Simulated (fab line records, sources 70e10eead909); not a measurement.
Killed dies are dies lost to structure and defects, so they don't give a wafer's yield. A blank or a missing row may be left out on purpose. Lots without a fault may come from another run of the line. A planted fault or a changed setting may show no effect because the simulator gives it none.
Chamber matching | flow nand_harc | NHARC_A_BLC_ALD_23 on ald_metal-01: 4 sister chambers
The step deposits TiN, target thk 3 nm, pulse time 1 s, ald cycles 150. 4 wafers are shown with their chamber, then 7 later ones without.

WAFERS WITH THEIR CHAMBER
wafer  | chamber | heater_power_w (W)
L081.6 | 1       | 937
L087.2 | 0       | 1208
L092.1 | 2       | 1006
L092.2 | 3       | 1034

WAFERS WITHOUT THEIR CHAMBER
wafer  | heater_power_w (W)
L092.5 | 962
L094.1 | 1196
L094.2 | 1006
L094.6 | 1175
L097.1 | 1002
L097.3 | 1108
L097.6 | 1017

WHICH CHAMBER EACH WENT THROUGH
wafer  | from the rows above          | in truth
L092.5 | can't be placed: 1 or 2 or 3 | 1
L094.1 | 0                            | 0
L094.2 | can't be placed: 2 or 3      | 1
L094.6 | 0                            | 0
L097.1 | can't be placed: 2 or 3 or 1 | 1
L097.3 | can't be placed: 3 or 0 or 2 | 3
L097.6 | can't be placed: 2 or 3      | 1
Placed correctly: 2 of 7. Can't be placed from these rows: 5 (the true chamber is among the candidates in 3). Placed wrongly: 0.
How it was worked out, from the rows above alone: a wafer's distance from a chamber is the root of the sum, over the readings, of the square of ((its reading less the chamber's mean) divided by the reading's scatter). The wafer belongs to the nearest chamber; if the next one is less than 2 further off, it can't be placed. A chamber's mean is the mean of its shown wafers. The scatter: with one shown wafer a chamber, the root of the mean of the squares of how far each hidden wafer lies from its nearest shown one.
